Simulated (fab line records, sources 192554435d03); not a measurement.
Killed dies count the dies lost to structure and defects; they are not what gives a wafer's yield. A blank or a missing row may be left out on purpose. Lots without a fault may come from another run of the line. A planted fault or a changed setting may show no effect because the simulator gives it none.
Comparing a struck lot with a sound one -- flow n5-finfet -- 15 out of 1938 route steps
Sound: wafers L313.1, L313.4, L313.5. Struck: wafers L319.1, L319.5. (L319.6 of the same lot was not struck and is left out.) The cause comes at the end.
At each step with rows: each side's tool, then ch and its chambers, then its first start. Under that, the readings that differ: sound wafers -- struck wafers -- difference of the means -- sigmas: that difference in standard deviations of wafers without a fault.
alike: same words and numbers on both sides, and readings whose means sit less than 2 such deviations apart. not compared: any withheld reading, any reading some wafer has no value for, any bound like >300 that may hide the same value, and any number with overlapping values for which the record gives no deviation.
The two part at a step that has a row with sigmas, a row that says differs or no value, or rows on one side only. Non-overlapping numbers with no deviation appear without sigmas and do not part them. A reading that every wafer of one side lacks parts them only if that side has two wafers or more.

first, 1 step without rows for these wafers: N5_BEOL_M9_CURE_72 (cures SiCOH lowk, time 120 s).
N5_BEOL_M9_DEGAS_44: time 60 s.
  sound on pvd-sputter-03, day 11 17:05; struck on pvd-sputter-03, day 13 09:06
  alike: heater-power-w
N5_BEOL_M9_PRE_CLEAN_45: time 30 s.
  sound on pvd-sputter-03, day 11 17:07; struck on pvd-sputter-03, day 13 09:08
  alike: heater-power-w
N5_BEOL_M9_ALD_74: deposits TaN, target thk 2 nm, pulse time 2 s, purge time 3 s.
  sound on ald-metal-01 ch 0,2,3, day 11 17:11; struck on ald-metal-01 ch 0,2, day 13 09:13
  alike: chamber-pressure-Torr, heater-power-w
  not compared: since-wet-clean-h
then, 4 steps without rows for these wafers: N5_BEOL_M9_SURFACE_TREAT_79; N5_BEOL_M9_CVD_78 (deposits Co from CCTBA/H2, target thk 2 nm, time 138.9 s); N5_BEOL_M9_SPUTTER_48 (material Cu, target thk 12 nm, time 2 s); N5_BEOL_M9_ECD_50 (material Cu, target thk 318 nm).
N5_BEOL_M9_ANNEAL_51: time 90 s.
  sound on rtp-anneal-02 ch 0, day 11 17:58; struck on rtp-anneal-01 ch 0, day 13 14:10
  alike: wafer_temp_C_max
N5_BEOL_M9_CMP_52: polishes, stops on SiCOH lowk, t overpolish 7 s, target thk 140 nm.
  sound on cmp-02 ch 0,1,3, day 11 18:16; struck on cmp-02 ch 0,3, day 13 14:34
  alike: barrier-field-endpoint-s, motor-current-A, overpolish-run-s, time-to-endpoint-s
N5_BEOL_M9_THK_MEAS_53: measures by xrf.
  sound on film-metro-01, day 11 18:34; struck on film-metro-01, day 13 14:45
  alike: M9_THK
then, 1 step without rows for these wafers: N5_BEOL_M9_PRE_CLEAN_55 (time 15 s).
N5_BEOL_M9_DEP_56: deposits SiCN from 3MS/NH3, target thk 15 nm, time 26.5 s.
  sound on pecvd-03 ch 0,1,2, day 11 18:37; struck on pecvd-02 ch 0,2, day 13 14:49
reading,sound,struck,difference,sigmas
model.SiCN_of_BEOL_M9_DEP_56.thk-nm (nm),15 15 15,22.4 23,+7.7,
  alike: chamber-pressure-Torr, showerhead-plenum-p-Torr, throttle-valve-pct
  not compared: since-wet-clean-h
N5_BEOL_M9_RS_MEAS_57: the measuring method here is four-point-probe.
  sound on film-metro-02, day 11 18:42; struck on film-metro-02, day 13 14:55
  alike: M9_RS
-- a jump in the record: the struck wafers' starts before and after are 3 days apart (it breaks off in module BEOL_M9 and resumes in module PASSIVATION, where the first step shown is number 1936 of the route) --
N5_PASSIVATION_PROBE_49:
  sound on prober-02, day 14 11:22; struck on prober-02, day 16 15:42
reading,sound,struck,difference,sigmas
defect-limited-yield (%),90.6 91.9 90.7,93.6 94.3,+2.9,+2
killed-dies,111 95 110,75 67,-34,-2
killed-open,69 70 77,46 43,-28,-2
sort-n-pass,1069 1085 1070,1105 1113,+34,+2
sort-yield-pct (%),90.6 91.9 90.7,93.6 94.3,+2.9,+2
  alike: killed_at_M0_to_M3, killed_at_M4_up, killed-at-contacts, killed-at-front-end, killed-at-other, killed-short, sort_bin_5_function, sort_bin_6_memory, sort_bin_8_speed

## WHERE THEY PART
Only at N5_PASSIVATION_PROBE_49, as far as this record shows.

WHY: the cause the simulator had injected
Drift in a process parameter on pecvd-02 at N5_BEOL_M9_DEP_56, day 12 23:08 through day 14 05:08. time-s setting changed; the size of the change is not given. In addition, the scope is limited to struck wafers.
